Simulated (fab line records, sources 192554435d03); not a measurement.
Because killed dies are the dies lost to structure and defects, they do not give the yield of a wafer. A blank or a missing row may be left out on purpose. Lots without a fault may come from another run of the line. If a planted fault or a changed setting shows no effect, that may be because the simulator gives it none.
Chamber matching    flow n5Finfet    3 sister chambers for N5_BEOL_M11_CURE_72 on uvCure-02
The step cures SiCOH lowk, time 120 s. 3 wafers are shown with their chamber, then 9 later ones without.

WAFERS, EACH WITH ITS CHAMBER
wafer   chamber  wafer_temp_C_max
L087.6  0        371.5
L092.4  1        371.9
L090.6  2        371.0

WAFERS WHOSE CHAMBER IS MISSING
wafer   wafer_temp_C_max
L093.1  372.6
L093.2  371.8
L093.5  372.7
L093.3  371.5
L093.4  372.5
L093.6  372.1
L096.1  370.9
L096.3  370.9
L096.4  371.1

CHAMBER TAKEN BY EACH
wafer   from the rows above           in truth
L093.1  can't be placed: 1 or 0       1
L093.2  can't be placed: 1 or 0 or 2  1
L093.5  can't be placed: 1 or 0       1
L093.3  can't be placed: 0 or 1 or 2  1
L093.4  can't be placed: 1 or 0       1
L093.6  can't be placed: 1 or 0       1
L096.1  can't be placed: 2 or 0       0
L096.3  can't be placed: 2 or 0       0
L096.4  can't be placed: 2 or 0 or 1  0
Placed correctly: 0 of 9. Cannot be placed on the basis of these rows: 9; the candidates contain the true chamber in 9. 0 placed wrongly.
How it was worked out, from the rows above alone: a wafer's distance from a chamber is the root of the sum, over the readings, of the square of ((its reading less the chamber's mean) divided by the reading's scatter). The wafer belongs to the nearest chamber; if the next one is less than 2 further off, it can't be placed. The mean given for a chamber averages the wafers shown for that chamber. The scatter: root of mean squared gap, hidden wafer to nearest shown wafer, with one shown wafer a chamber.
